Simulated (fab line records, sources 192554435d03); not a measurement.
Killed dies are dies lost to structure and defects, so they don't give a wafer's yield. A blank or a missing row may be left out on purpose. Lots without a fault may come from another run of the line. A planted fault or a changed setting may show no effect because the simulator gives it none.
fab line records | flow n5_finfet
record lots=9 wafers=27 last_day=18
route steps=1938 shown SD_EPI_N@273 SD_EPI_P@295 BEOL_M4@1111 PASSIVATION@1936
lots that met no fault: from a run of the same line without faults
start_h: hours from the record's first day to the start of the lot's first wafer shown | wait_h: hours since the lot's step before | " the same as in the row above | L1.1+2: a row that stands for several wafers | - no value, or no start given | * or withheld: withheld | < > ~ a bound
route shown NAME@n: a module of which the file shows steps, and the number in the route of the first | usual: mean/standard deviation of fault-free wafers | same: alike in all rows | chamber/n: place in a boat | sites: the reading at each site | _std_site: their standard deviation | _edge_site: outer sites' mean less inner sites' | radius_mm: how far each site lies from the wafer's centre | mask NAME#n: copy n | behind: the tool/chamber that last shaped the wafer | hold: why the lot was held/for how many hours/how that ended | device: the transistor (n, p or np) that didn't switch | end of line: the same wafers' tests at the end of the route | a step without rows: its recipe alone | killed: dies lost to structure and defects at the first sort, not the wafer's yield | map: a wafer's dies, x killed, . not, _ none there
set.NAME: the setting as run; set.NAME@STEP: as run at that earlier step | model.NAME: the simulator's own value behind a step, which no gauge read
steps of the route over a sample of lots; a table a step, a row a wafer
services: from which hour (start_h, from the record's first day; less than 0 if before it) a tool's chamber was out of use, for how many hours, and why
## steps
# step N5_SD_EPI_N_DESCUM_14
# recipe chemistry=O2 time_s=7.9 source_power_w=50 bias_power_w=20 pressure_mtorr=20 rf_frequency_hz=2.712e+07 temp_c=40 resist=CAR-ArF-block o2_flow_sccm=225
# usual drypump_motor_current_A=5.9/0.41 oes_product_au=0.75/0.071 rf_fwd_power_W=49.36/0.25 rf_vpp_V=243.3/1.3 showerhead_plenum_p_Torr=2.09/0.07 throttle_valve_pct=20.41/0.23
# columns lot.wafer tool chamber start_h wait_h drypump_motor_current_A oes_product_au rf_fwd_power_W rf_hours_counter_h rf_vpp_V showerhead_plenum_p_Torr throttle_valve_pct
L328.1 rie_diel-02 2 53.68 0.0 5.8 0.71 49.03 203 242.5 2.08 20.70
L328.3 " 3 " " 6.0 0.95 49.57 4 243.2 2.04 20.34
L328.5 " 1 " " 5.4 0.78 49.32 - 245.1 2.18 20.19
L331.2 rie_diel-02 2 73.81 0.0 5.8 0.70 48.99 210 242.2 2.08 20.70
L331.4 " 3 " " 6.0 0.93 49.41 11 241.8 2.04 20.33
L331.6 " 1 " " 5.4 0.76 49.08 - 243.5 2.18 20.20
L334.1 rie_diel-02 1 90.95 0.0 5.4 0.76 49.17 152 243.5 2.18 20.21
L334.3 " 3 " " 5.9 0.90 49.83 17 242.9 2.04 20.35
L334.6 " 1 " " 5.4 0.76 49.41 - 245.2 2.18 20.20
L335.2 rie_diel-03 3 98.17 0.0 5.9 0.75 49.64 168 243.5 2.07 19.99
L335.3 " 2 " " 5.4 0.69 49.58 214 242.6 2.05 20.30
L335.5 " 3 " " 5.9 0.74 49.54 - 243.3 2.07 19.99
L339.1 rie_diel-05 1 127.20 0.0 5.2 0.71 49.63 205 245.4 2.18 20.76
L339.4 " 3 " " 6.5 0.71 49.60 - 246.2 2.17 20.63
L339.6 " 0 " " 5.8 0.71 49.81 - 244.3 2.18 20.45
L341.2 rie_diel-03 2 135.90 0.6 5.5 0.68 49.25 225 242.6 2.05 20.34
L341.5 " 2 " " 5.4 0.68 49.32 - 242.7 2.05 20.33
L341.6 " 1 " " 6.4 0.79 49.28 - 244.3 2.11 20.42
L342.4 rie_diel-02 2 141.19 0.1 5.8 0.69 49.21 235 240.6 2.07 20.74
L342.5 " 1 " " 5.4 0.74 49.39 - 244.6 2.17 20.24
L342.6 " 2 " " 5.8 0.68 49.21 - 242.7 2.07 20.75
L349.2 rie_diel-05 3 184.64 0.0 6.5 0.70 49.67 205 244.3 2.16 20.65
L349.3 " 1 " " 5.1 0.69 49.52 223 245.3 2.17 20.79
L349.5 " 3 " " 6.5 0.69 49.90 - 245.5 2.16 20.64
L350.1 rie_diel-02 0 193.49 0.0 6.4 0.74 49.70 151 240.7 1.90 20.40
L350.3 " 1 " " 5.4 0.72 49.15 188 243.3 2.17 20.27
L350.5 " 3 " " 6.0 0.84 49.64 - 241.7 2.02 20.42
# step N5_SD_EPI_N_STRIP_38
# recipe chemistry=N2/H2 power_w=1000 temp_c=250 h2_frac=0.65 overash_fraction=0.3 pressure_mtorr=withheld n2_flow_sccm=1750 h2_flow_sccm=3250
# usual drypump_motor_current_A=5.60/0.28 heater_power_w=329/28 oes_product_au=0.760/0.01
# columns lot.wafer tool chamber start_h wait_h drypump_motor_current_A heater_power_w oes_product_au rf_hours_counter_h
L328.1 plasma_asher-01 0 54.46 0.1 5.70 310 0.759 66
L328.3 " 1 " " 6.01 291 0.769 -
L328.5 " 0 " " 5.73 309 0.775 -
L331.2 plasma_asher-02 1 74.59 0.1 5.36 359 0.759 36
L331.4 " 0 " " 5.37 350 0.759 -
L331.6 " 0 " " 5.36 349 0.775 -
L334.1 plasma_asher-02 1 91.73 0.1 5.36 359 0.761 39
L334.3 " 1 " " 5.35 362 0.756 -
L334.6 " 0 " " 5.35 341 0.746 -
L335.2 plasma_asher-02 1 98.95 0.1 5.34 355 0.784 40
L335.3 " 0 " " 5.37 352 0.779 -
L335.5 " 1 " " 5.37 364 0.778 -
L339.1 plasma_asher-01 1 127.98 0.1 6.02 290 0.747 80
L339.4 " 1 " " 6.05 283 0.781 -
L339.6 " 0 " " 5.72 301 0.769 -
L341.2 plasma_asher-01 0 136.70 0.1 5.77 302 0.756 82
L341.5 " 0 " " 5.76 311 0.759 -
L341.6 " 1 " " 6.03 287 0.757 -
L342.4 plasma_asher-02 0 141.99 0.1 5.35 341 0.777 -
L342.5 " 1 " " 5.33 356 0.762 -
L342.6 " 0 " " 5.36 350 0.763 -
L349.2 plasma_asher-01 0 185.43 0.1 5.74 314 0.761 91
L349.3 " 0 " " 5.74 309 0.769 -
L349.5 " 0 " " 5.72 312 0.771 -
L350.1 plasma_asher-02 0 194.27 0.1 5.39 341 0.740 58
L350.3 " 0 " " 5.38 348 0.757 -
L350.5 " 1 " " 5.34 366 0.761 -
# step N5_SD_EPI_P_COAT_34
# recipe resist=SOC temp_c=250 time_s=60 spin_rpm=1500 resist_thk_nm=350
# usual dispense_pressure_kPa=51.0/1.9 heater_power_total_W=500.5/1.8 plate_temp_C=250.03/0.16 resist_line_temp_C=23.01/0.096
# columns lot.wafer tool chamber start_h wait_h dispense_pressure_kPa heater_power_total_W plate_temp_C resist_line_temp_C
L328.1 litho_track-01 0 58.48 0.0 48.8 499.1 250.17 22.90
L328.3 " 0 " " 48.7 501.6 250.38 22.97
L328.5 " 0 " " 48.8 497.3 250.12 22.87
L331.2 litho_track-01 0 78.53 0.0 48.7 499.9 250.03 22.95
L331.4 " 0 " " 48.8 501.2 250.21 23.21
L331.6 " 0 " " 48.7 500.3 250.20 23.08
L334.1 litho_track-03 0 94.96 0.0 51.2 502.2 250.08 23.12
L334.3 " 0 " " 51.2 502.1 250.08 23.07
L334.6 " 0 " " 51.2 502.4 250.17 23.23
L335.2 litho_track-03 0 102.46 0.0 51.2 497.8 249.77 23.07
L335.3 " 0 " " 51.1 502.8 249.94 22.99
L335.5 " 0 " " 51.2 501.3 249.90 23.10
L339.1 litho_track-03 0 133.30 0.0 51.2 816.3 262.21 23.13
L339.4 " 0 " " 51.2 816.9 262.46 22.95
L339.6 " 0 " " 51.2 814.9 262.37 23.12
L341.2 litho_track-03 0 140.00 0.0 51.2 814.9 262.04 23.08
L341.5 " 0 " " 51.2 816.3 262.07 22.95
L341.6 " 0 " " 51.2 817.3 262.24 22.95
L342.4 litho_track-01 0 147.17 0.0 48.7 501.6 250.09 22.95
L342.5 " 0 " " 48.7 498.9 250.31 23.00
L342.6 " 0 " " 48.7 501.6 250.06 22.95
L349.2 litho_track-05 0 189.53 0.0 54.1 500.0 249.80 23.07
L349.3 " 0 " " 54.1 502.0 250.08 23.00
L349.5 " 0 " " 54.1 501.7 249.97 22.98
L350.1 litho_track-01 0 199.55 0.0 48.7 502.2 250.41 22.97
L350.3 " 0 " " 48.7 501.8 250.26 22.87
L350.5 " 0 " " 48.7 503.4 250.29 22.94
# step N5_SD_EPI_P_ETCH_37
# recipe chemistry=N2/H2 target=SOC overetch_a=1080 mask_material=SiARC temp_c=40 ion_energy_ev=100 source_w=3000 bias_w=133 pressure_mtorr=20 time_s=486 n2_flow_sccm=200 h2_flow_sccm=200 ends=end_point
# usual drypump_motor_current_A=5.6/0.41 oes_product_au=0.69/0.063 rf_fwd_power_W=2996/9.2 rf_vpp_V=241.1/1.5 showerhead_plenum_p_Torr=2.57/0.097 throttle_valve_pct=23.9/0.33
# columns lot.wafer tool chamber start_h wait_h drypump_motor_current_A oes_product_au rf_fwd_power_W rf_hours_counter_h rf_vpp_V showerhead_plenum_p_Torr throttle_valve_pct
L328.1 rie_diel-06 2 59.03 0.0 4.8 0.62 2985 230 238.8 2.40 23.8
L328.3 " 0 " " 5.6 0.68 2990 154 242.5 2.63 23.9
L328.5 " 0 " " 5.6 0.68 2987 - 241.4 2.64 23.9
L331.2 rie_diel-01 1 79.19 0.0 6.4 0.70 3005 139 241.0 2.55 24.0
L331.4 " 0 " " 6.2 0.64 3009 176 237.4 2.41 24.1
L331.6 " 2 " " 5.1 0.71 3002 - 242.3 2.65 23.7
L334.1 rie_diel-04 0 95.51 0.0 5.3 0.70 3002 142 242.1 2.63 23.7
L334.3 " 1 " " 5.5 0.65 2992 195 242.6 2.63 24.6
L334.6 " 3 " " 6.0 0.64 2997 - 241.3 2.62 23.8
L335.2 rie_diel-06 2 103.09 0.0 4.8 0.62 2998 242 239.2 2.40 23.8
L335.3 " 0 " " 5.6 0.67 2999 165 243.0 2.63 23.9
L335.5 " 1 " " 5.5 0.71 2996 - 240.0 2.38 23.9
L339.1 rie_diel-04 0 133.72 0.0 5.3 0.69 3012 152 242.2 2.63 23.7
L339.4 " 1 " " 5.4 0.64 2990 206 241.1 2.63 24.6
L339.6 " 0 " " 5.3 0.69 3002 - 241.3 2.63 23.7
L341.2 rie_diel-01 1 140.42 0.0 6.4 0.68 3014 156 243.1 2.54 24.0
L341.5 " 3 " " 5.9 0.63 2979 - 238.2 2.51 23.9
L341.6 " 0 " " 6.2 0.64 2980 - 238.8 2.40 24.1
L342.4 rie_diel-04 0 148.82 0.0 5.3 0.69 2992 157 242.1 2.63 23.7
L342.5 " 0 " " 5.3 0.68 3007 - 242.0 2.63 23.7
L342.6 " 1 " " 5.4 0.64 3004 - 241.4 2.63 24.6
L349.2 rie_diel-04 3 190.22 0.0 6.0 0.62 2991 231 240.3 2.60 23.9
L349.3 " 2 " " 5.9 0.75 3001 61 240.6 2.56 23.4
L349.5 " 1 " " 5.5 0.63 2984 - 242.0 2.62 24.6
L350.1 rie_diel-06 0 200.38 0.0 5.6 0.65 2983 198 243.1 2.62 23.9
L350.3 " 2 " " 4.8 0.82 2989 18 241.5 2.71 23.5
L350.5 " 0 " " 5.6 0.65 2984 - 241.6 2.62 24.0
# step N5_BEOL_M4_RC_MEAS_101
# usual DIBL_N=35.9/1.8 DIBL_P=36.2/2 IOFF_N=0.16/0.031 IOFF_P=0.22/0.041 ION_N=676/11 ION_P=465/8.5 SS_N=71.4/0.64 SS_P=73.2/0.7 VT_N=250/3.5 VT_P=-250/3.9
# columns lot.wafer tool chamber start_h wait_h DIBL_N[mV/V] DIBL_P[mV/V] IOFF_N[nA/um] IOFF_P[nA/um] ION_N[uA/um] ION_P[uA/um] SS_N[mV/dec] SS_P[mV/dec] VT_N[mV] VT_P[mV]
L328.1 prober-02 0 172.36 0.0 35.3 37.7 0.15 0.21 681 472 70.8 73.5 250 -250
L328.3 " 0 " " 34.0 35.3 0.13 0.18 657 456 70.9 73.1 253 -252
L328.5 " 0 " " 35.9 37.8 0.16 0.22 688 467 70.8 73.5 251 -249
L331.2 prober-01 0 195.17 0.2 36.8 36.1 0.18 0.25 681 471 72.3 73.8 249 -244
L331.4 " 0 " " 36.2 35.4 0.15 0.24 673 474 71.4 74.1 250 -245
L331.6 " 0 " " 34.8 34.8 0.15 0.23 678 472 71.2 73.0 249 -247
L334.1 prober-01 0 214.18 0.0 34.1 32.5 0.12 0.19 672 468 71.3 72.5 253 -250
L334.3 " 0 " " 36.5 35.7 0.17 0.24 682 464 71.4 73.8 247 -247
L334.6 " 0 " " 36.3 35.0 0.16 0.22 675 459 71.6 72.7 249 -247
L335.2 prober-01 0 231.62 0.2 34.9 37.0 0.15 0.21 687 466 71.2 73.0 249 -249
L335.3 " 0 " " 35.7 37.8 0.17 0.23 681 467 72.0 73.2 251 -249
L335.5 " 0 " " 34.9 37.7 0.15 0.23 675 468 71.4 73.7 249 -249
L339.1 prober-02 0 243.81 0.0 35.2 36.3 0.16 0.22 689 471 71.2 74.0 249 -249
L339.4 " 0 " " 35.5 36.5 0.17 0.22 673 463 71.4 74.3 247 -249
L339.6 " 0 " " 32.4 32.3 0.11 0.17 650 456 71.5 72.7 256 -249
L341.2 prober-01 0 257.36 0.2 37.3 37.5 0.20 0.28 706 476 71.2 74.2 243 -247
L341.5 " 0 " " 35.6 35.1 0.16 0.22 682 470 70.9 73.6 246 -251
L341.6 " 0 " " 34.1 34.6 0.15 0.23 679 469 70.5 73.6 250 -245
L342.4 prober-01 0 260.33 0.5 35.2 35.3 0.14 0.17 675 460 70.3 72.5 250 -253
L342.5 " 0 " " 34.8 35.6 0.13 0.16 676 458 71.0 72.3 254 -256
L342.6 " 0 " " 35.6 35.4 0.14 0.17 678 455 71.6 72.6 252 -256
L349.2 prober-02 0 308.80 0.2 35.1 35.2 0.14 0.21 684 470 71.1 72.6 247 -248
L349.3 " 0 " " 37.9 37.1 0.18 0.24 691 473 71.3 74.2 248 -248
L349.5 " 0 " " 37.0 36.8 0.16 0.24 678 470 71.6 73.5 248 -248
L350.1 prober-02 0 321.11 0.0 35.7 35.5 0.13 0.15 676 456 70.6 73.4 250 -258
L350.3 " 0 " " 35.4 35.8 0.13 0.15 678 464 70.6 72.5 254 -259
L350.5 " 0 " " 35.6 36.1 0.14 0.15 675 452 71.2 73.0 249 -256
# step N5_PASSIVATION_PROBE_49
# usual defect_limited_yield=91.3/1.3 killed_at_M0_to_M3=35/9.3 killed_at_M4_up=14/5.2 killed_at_contacts=12/5.9 killed_at_front_end=38/11 killed_at_other=4/3.7 killed_dies=103/15 killed_on_rim=14/4 killed_open=67/12 killed_short=34/8 sort_bin_5_function=5.1/0.88 sort_bin_6_memory=3.3/0.65 sort_bin_8_speed=0.00/0.03 sort_n_pass=1077/15 sort_yield_pct=91.3/1.3
# same gross_dies=1180 killed_at_back_side=0 sort_bin_4_leakage[%]=0
# columns lot.wafer tool chamber start_h wait_h defect_limited_yield[%] killed_at_M0_to_M3 killed_at_M4_up killed_at_contacts killed_at_front_end killed_at_other killed_dies killed_on_rim killed_open killed_short sort_bin_5_function[%] sort_bin_6_memory[%] sort_bin_8_speed[%] sort_n_pass sort_yield_pct[%]
L334.1 prober-02 - 328.49 0.0 91.0 29 19 25 32 1 106 18 76 30 5.9 3.1 0 1074 91.0
L334.3 prober-02 - 328.59 0.1 90.6 33 21 25 30 2 111 8 75 35 5.5 3.6 0 1069 90.6
L334.6 prober-02 - 328.74 0.3 90.0 34 19 29 35 1 118 20 82 33 5.9 3.8 0 1062 90.0
L339.1 prober-01 - 355.96 0.0 94.7 26 5 13 17 1 62 9 36 25 3.0 1.9 0 1118 94.7
L339.4 prober-01 - 356.11 0.2 92.4 37 13 1 32 7 90 12 51 39 4.4 2.9 0 1090 92.4
L339.6 prober-01 - 356.21 0.3 90.7 43 14 15 35 3 110 26 65 42 5.4 3.5 0 1070 90.7
L341.2 prober-02 - 380.65 0.1 91.4 30 15 20 31 5 101 11 66 34 4.8 3.2 0.08 1079 91.4
L341.5 prober-02 - 380.80 0.2 88.1 52 20 11 56 2 141 19 93 46 6.7 4.7 0 1039 88.1
L341.6 prober-02 - 380.85 0.3 90.6 42 9 10 44 6 111 18 65 44 6.4 2.8 0 1069 90.6
L342.4 prober-02 - 381.05 0.5 92.1 27 10 12 42 2 93 13 52 39 5.1 2.4 0 1087 92.1
L342.5 prober-02 - 381.10 0.5 91.7 31 18 10 39 0 98 11 63 33 5.5 2.5 0 1082 91.7
L342.6 prober-02 - 381.15 0.6 92.0 29 14 15 34 2 94 12 63 30 4.7 3.2 0 1086 92.0
L350.1 prober-02 - 430.75 0.0 91.7 29 20 5 43 1 98 19 70 27 4.6 3.4 0 1082 91.7
L350.3 prober-02 - 430.85 0.1 89.1 46 26 15 41 1 129 17 96 33 7.3 3.5 0 1051 89.1
L350.5 prober-02 - 430.95 0.2 91.0 54 19 5 28 0 106 14 69 37 5.1 3.5 0 1074 91.0
# killed by level:class
L334.1 MOL_CONTACT_COAG:geometric_particle:open=24 BEOL_M4:geometric_particle:open=11 BEOL_M3:geometric_particle:open=10 STI_FIN_REVEAL:geometric_particle:open=8 GATE_CUT:geometric_particle:short=8 BEOL_M0_SAQP:geometric_particle:open=4 BEOL_M3:geometric_particle:short=4 FIN_SAQP:geometric_particle:short=3
L334.3 MOL_CONTACT_COAG:geometric_particle:open=22 BEOL_M4:geometric_particle:open=15 BEOL_M0_SAQP:geometric_particle:short=8 BEOL_M3:geometric_particle:open=8 STI_FIN_REVEAL:geometric_particle:open=6 BEOL_M0:geometric_particle:short=6 DUMMY_GATE:geometric_particle:open=5 FIN_SAQP:geometric_particle:short=4
L334.6 MOL_CONTACT_COAG:geometric_particle:open=28 STI_FIN_REVEAL:geometric_particle:open=11 BEOL_M4:geometric_particle:open=11 STI_FIN_REVEAL:geometric_particle:short=7 BEOL_M3:geometric_particle:open=6 BEOL_M0_SAQP:geometric_particle:open=5 BEOL_M0_SAQP:geometric_particle:short=5 BEOL_M0:geometric_particle:short=5
L339.1 BEOL_M0_SAQP:geometric_particle:open=10 BEOL_M0_SAQP:geometric_particle:short=8 MOL_CONTACT_COAG:geometric_particle:open=7 MOL_CONTACT_COAG:geometric_particle:short=6 FIN_SAQP:geometric_particle:open=4 FIN_SAQP:geometric_particle:short=4 BEOL_M1:geometric_particle:open=4 DUMMY_GATE:geometric_particle:open=3
L339.4 BEOL_M0_SAQP:geometric_particle:short=14 BEOL_M0_SAQP:geometric_particle:open=11 GATE_CUT:geometric_particle:short=7 BEOL_M4:geometric_particle:open=6 BEOL_M3:geometric_particle:open=5 DUMMY_GATE:geometric_particle:short=4 BEOL_M2:geometric_particle:open=4 FIN_SAQP:geometric_particle:open=3
L339.6 BEOL_M0_SAQP:geometric_particle:short=18 MOL_CONTACT_COAG:geometric_particle:open=12 BEOL_M0_SAQP:geometric_particle:open=10 FIN_SAQP:geometric_particle:short=6 BEOL_M4:geometric_particle:open=6 FIN_SAQP:geometric_particle:open=5 STI_FIN_REVEAL:geometric_particle:open=4 DUMMY_GATE:geometric_particle:open=4
L341.2 MOL_CONTACT_COAG:geometric_particle:open=13 FIN_SAQP:geometric_particle:open=9 MOL_CONTACT_COAG:geometric_particle:short=7 BEOL_M0_SAQP:geometric_particle:open=7 BEOL_M4:geometric_particle:open=7 FIN_SAQP:geometric_particle:short=6 BEOL_M2:geometric_particle:open=6 BEOL_M0_SAQP:geometric_particle:short=4
L341.5 FIN_SAQP:geometric_particle:open=21 BEOL_M1:geometric_particle:open=16 BEOL_M0_SAQP:geometric_particle:open=11 MOL_CONTACT_COAG:geometric_particle:open=10 FIN_SAQP:geometric_particle:short=9 BEOL_M4:geometric_particle:open=9 STI_FIN_REVEAL:geometric_particle:open=9 BEOL_M0_SAQP:geometric_particle:short=8
L341.6 BEOL_M0_SAQP:geometric_particle:short=13 STI_FIN_REVEAL:geometric_particle:open=11 BEOL_M0_SAQP:geometric_particle:open=10 FIN_SAQP:geometric_particle:open=9 BEOL_M1:geometric_particle:open=8 FIN_SAQP:geometric_particle:short=7 MOL_CONTACT_COAG:geometric_particle:open=7 BEOL_M3:geometric_particle:open=5
L342.4 FIN_SAQP:geometric_particle:open=7 FIN_SAQP:geometric_particle:short=7 MOL_CONTACT_COAG:geometric_particle:open=6 MOL_CONTACT_COAG:geometric_particle:short=6 BEOL_M1:geometric_particle:open=6 STARTING-WAFER:geometric_particle:short=6 BEOL_M2:geometric_particle:open=5 BEOL_M0_SAQP:geometric_particle:open=5
L342.5 FIN_SAQP:geometric_particle:open=10 FIN_SAQP:geometric_particle:short=10 BEOL_M6:geometric_particle:open=9 MOL_CONTACT_COAG:geometric_particle:open=8 BEOL_M0_SAQP:geometric_particle:short=7 BEOL_M1:geometric_particle:open=5 BEOL_M3:geometric_particle:open=5 DUMMY_GATE:geometric_particle:open=4
L342.6 FIN_SAQP:geometric_particle:open=11 MOL_CONTACT_COAG:geometric_particle:short=9 MOL_CONTACT_COAG:geometric_particle:open=6 BEOL_M0_SAQP:geometric_particle:short=6 BEOL_M0_SAQP:geometric_particle:open=5 BEOL_M3:geometric_particle:open=5 STI_FIN_REVEAL:geometric_particle:open=4 DUMMY_GATE:geometric_particle:open=4
L350.1 BEOL_M3:geometric_particle:open=12 FIN_SAQP:geometric_particle:open=11 BEOL_M4:geometric_particle:open=10 FIN_SAQP:geometric_particle:short=7 STI_FIN_REVEAL:geometric_particle:open=7 BEOL_M2:geometric_particle:open=6 BEOL_M0_SAQP:geometric_particle:open=4 BEOL_M3:geometric_particle:short=4
L350.3 BEOL_M4:geometric_particle:open=17 MOL_CONTACT_COAG:geometric_particle:open=13 BEOL_M2:geometric_particle:open=12 BEOL_M0_SAQP:geometric_particle:open=11 FIN_SAQP:geometric_particle:open=8 BEOL_M3:geometric_particle:open=8 STI_FIN_REVEAL:geometric_particle:open=6 BEOL_M0_SAQP:geometric_particle:short=6
L350.5 BEOL_M0_SAQP:geometric_particle:short=13 BEOL_M2:geometric_particle:open=13 BEOL_M1:geometric_particle:open=8 STI_FIN_REVEAL:geometric_particle:open=7 BEOL_M0_SAQP:geometric_particle:open=7 GATE_CUT:geometric_particle:open=6 BEOL_M4:geometric_particle:open=6 MOL_CONTACT_COAG:geometric_particle:open=5
## services
# columns tool chamber start_h hours kind
rie_diel-02 - 35.71 0.4 repair
rie_diel-04 0 62.99 3.1 repair
rie_diel-01 0 107.52 8.7 repair
rie_diel-05 2 109.16 - clean
rie_diel-05 2 109.16 - consumable_replace:focus_ring
rie_diel-05 2 109.16 22.5 scheduled_down
rie_diel-05 2 109.16 22.5 vent_cycle
rie_diel-06 2 130.38 - clean
rie_diel-06 2 130.38 - consumable_replace:focus_ring
rie_diel-06 2 130.38 - consumable_replace:showerhead
rie_diel-06 2 130.38 17.2 scheduled_down
rie_diel-06 2 130.38 17.2 vent_cycle
rie_diel-05 1 141.45 1.7 repair
litho_track-01 - 142.89 - consumable_replace:filter
rie_diel-01 - 142.97 28.1 pm
rie_diel-06 - 151.78 0.2 repair
plasma_asher-02 - 180.79 0.7 repair
rie_diel-02 2 188.84 - clean
rie_diel-02 2 188.84 - consumable_replace:focus_ring
rie_diel-02 2 188.84 16.3 scheduled_down
rie_diel-02 2 188.84 16.3 vent_cycle
## key
first_sign step=N5_SD_EPI_P_COAT_34 reading=heater_power_total_W direction=up sigmas=99+ usual=* struck=*
effect step=N5_SD_EPI_P_COAT_34 reading=plate_temp_C direction=up sigmas=78 usual=* struck=*
met_at N5_SD_EPI_P_COAT_34
struck_lots L339,L341
not_acting_at N5_SD_EPI_N_DESCUM_14,N5_SD_EPI_N_STRIP_38,N5_SD_EPI_P_ETCH_37
onset_between 102.46 133.30
fault kind=process_parameter_drift tool=litho_track-03 chamber=- onset_h=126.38 steps=N5_SD_EPI_P_COAT_34 channel=temp_c offset=* shape=step end_h=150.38 acts_in=* stated=*
